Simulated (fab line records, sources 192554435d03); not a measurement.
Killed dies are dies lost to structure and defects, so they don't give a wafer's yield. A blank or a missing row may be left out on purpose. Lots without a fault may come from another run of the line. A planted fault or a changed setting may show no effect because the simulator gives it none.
Split-lot experiment | flow n5_finfet | 7 lots, 39 wafers read, on a route of 1938 steps

THE SPLIT
At N5_BEOL_M12_ILD_DEP_00 (deposits SiOC from DEMS/O2, target thk 658.92 nm, time 130.7 s), the setting time_s was moved away from the recipe's 130.7 s on 12 of the 39 wafers read, by -51.0% to +16.8%. The other wafers ran this setting at the recipe's value.

FROM THE SPLIT TO THE READING: what the file shows between them, 6 steps
- N5_BEOL_M12_THK_MEAS_01
- N5_BEOL_M12_COAT_58: time 60 s, resist thk 89 nm
- N5_BEOL_M12_COAT_04: resist thk 400 nm
- N5_BEOL_M12_DESCUM_15: chemistry O2, time 7.9 s
- N5_BEOL_M12_ETCH_59: etches BARC in N2/H2, target depth 89 nm, overetch 26.7 nm, time 67.9 s
- N5_BEOL_M12_VIA_ETCH_16: etches SiOC in C4F8/O2/Ar, target depth 724.8 nm

THE READING
oes_product_au, in a.u., at N5_BEOL_M12_STRIP_63 (strips in N2/H2). Fault-free wafers of this fab line usually give 0.692 a.u., standard deviation 0.0047 a.u..

wafer  | tool, chamber at the split | time_s as run, s | against the recipe | oes_product_au, a.u. | against lot-mates on the recipe
L075.1 | pecvd-02, 1                | 130.7            | recipe             | 0.694                | -
L075.2 | pecvd-02, 2                | 152.6            | +16.8%             | 0.685                | -0.006
L075.3 | pecvd-02, 0                | 152.6            | +16.8%             | 0.682                | -0.009
L075.4 | pecvd-02, 2                | 152.6            | +16.8%             | 0.680                | -0.011
L075.5 | pecvd-02, 1                | 130.7            | recipe             | 0.687                | -
L075.6 | pecvd-02, 0                | 130.7            | recipe             | 0.693                | -
L076.1 | pecvd-03, 2                | 130.7            | recipe             | 0.702                | -
L076.2 | pecvd-03, 1                | 130.7            | recipe             | 0.684                | -
L076.3 | pecvd-03, 0                | 130.7            | recipe             | 0.692                | -
L076.4 | pecvd-03, 1                | 130.7            | recipe             | 0.692                | -
L076.5 | pecvd-03, 0                | 130.7            | recipe             | 0.694                | -
L076.6 | pecvd-03, 2                | 130.7            | recipe             | 0.694                | -
L079.1 | pecvd-03, 1                | 80.19            | -38.6%             | 0.768                | +0.074
L079.2 | pecvd-03, 0                | 130.7            | recipe             | 0.693                | -
L079.3 | pecvd-03, 2                | 130.7            | recipe             | 0.692                | -
L079.4 | pecvd-03, 2                | 80.19            | -38.6%             | 0.773                | +0.079
L079.5 | pecvd-03, 0                | 130.7            | recipe             | 0.698                | -
L079.6 | pecvd-03, 1                | 80.19            | -38.6%             | 0.760                | +0.066
L081.1 | pecvd-01, 1                | 130.7            | recipe             | 0.696                | -
L081.2 | pecvd-01, 0                | 130.7            | recipe             | 0.692                | -
L081.4 | pecvd-01, 1                | 130.7            | recipe             | 0.685                | -
L086.1 | pecvd-02, 0                | 64.08            | -51.0%             | 0.835                | +0.144
L086.2 | pecvd-02, 2                | 130.7            | recipe             | 0.692                | -
L086.3 | pecvd-02, 1                | 64.08            | -51.0%             | 0.825                | +0.134
L086.4 | pecvd-02, 2                | 130.7            | recipe             | 0.692                | -
L086.5 | pecvd-02, 0                | 130.7            | recipe             | 0.690                | -
L086.6 | pecvd-02, 1                | 64.08            | -51.0%             | 0.807                | +0.116
L090.1 | pecvd-03, 1                | 130.7            | recipe             | 0.690                | -
L090.2 | pecvd-03, 2                | 130.7            | recipe             | 0.696                | -
L090.3 | pecvd-03, 0,1              | 130.7            | recipe             | 0.685                | -
L090.4 | pecvd-03, 2                | 130.7            | recipe             | 0.699                | -
L090.5 | pecvd-03, 0                | 130.7            | recipe             | 0.690                | -
L090.6 | pecvd-03, 0,1              | 130.7            | recipe             | 0.698                | -
L096.1 | pecvd-02, 0                | 108.1            | -17.3%             | 0.700                | +0.006
L096.2 | pecvd-02, 2                | 130.7            | recipe             | 0.692                | -
L096.3 | pecvd-02, 1                | 108.1            | -17.3%             | 0.703                | +0.009
L096.4 | pecvd-02, 2                | 130.7            | recipe             | 0.698                | -
L096.5 | pecvd-02, 0                | 130.7            | recipe             | 0.693                | -
L096.6 | pecvd-02, 1                | 108.1            | -17.3%             | 0.695                | +0.001
Where a row lists several chambers, the file gives one row for several wafers and doesn't say which wafer went through which chamber.

THE FIT
A straight line over all 39 wafers: oes_product_au changes by -0.00207 a.u. for each +1% of time_s; r = -0.94; the points scatter about the line by 0.014 a.u..
The same after taking each lot's own level away (the mean of its wafers on the recipe; 39 wafers): -0.00206 a.u. for each +1%; r = -0.93; scatter 0.015 a.u..
On that fit, the largest move of time_s shifts the reading by 0.11 a.u..
The lots' own levels span 0.6910 to 0.6943 a.u., that is 0.7 times the standard deviation above.
So the lot-to-lot level changes the slope little: the two slopes agree.
Check: with one of the wafers moved furthest among these (-51.0%) left out of the fit, the line predicts +0.0976 a.u. for it against its lot-mates. It came out at +0.144 a.u. against them.

OTHER SPLITS ON THESE WAFERS
These wafers also went through other splits before the reading. Each is held against what the fit with the lots' levels taken away leaves over:
other split on the same wafers | wafers away from the commonest value | r with oes_product_au (lot level and that fit taken away)
N5_BEOL_M5_ILD_DEP_00 time_s   | 15                                   | +0.19
N5_BEOL_M10_VIA_ETCH_34 time_s | 15                                   | -0.30

THE WHOLE CHAIN: every reading that the file lists as answering this split, in the file's order
step                    | what it does                                                   | reading                                                                             | change (the file's fit)                   | r (the file's)
N5_BEOL_M12_ILD_DEP_00  | deposits SiOC from DEMS/O2, target thk 658.92 nm, time 130.7 s | SiOC_of_BEOL_M12_ILD_DEP_00.thk_nm (the simulator's own value, which no gauge read) | +6.52 nm for each +1% of the setting      | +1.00
N5_BEOL_M12_THK_MEAS_01 |                                                                | M12_ILD_THK                                                                         | +6.52 for each +1% of the setting         | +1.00
N5_BEOL_M12_VIA_ETCH_16 | etches SiOC in C4F8/O2/Ar, target depth 724.8 nm               | etch.depth_nm (the simulator's own value, which no gauge read)                      | +6.52 nm for each +1% of the setting      | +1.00
N5_BEOL_M12_VIA_ETCH_16 | etches SiOC in C4F8/O2/Ar, target depth 724.8 nm               | coat_of_BEOL_M12_COAT_04.thk_nm (the simulator's own value, which no gauge read)    | -1.94 nm for each +1% of the setting      | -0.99
N5_BEOL_M12_STRIP_63    | strips in N2/H2                                                | oes_product_au                                                                      | -0.00208 a.u. for each +1% of the setting | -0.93
N5_BEOL_M12_STRIP_63    | strips in N2/H2                                                | strip_time_to_endpoint_s                                                            | withheld for each +1% of the setting      | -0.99

THE FILE'S OWN FIT
oes_product_au changes by -0.00208 a.u. for each +1% of time_s, r = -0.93.
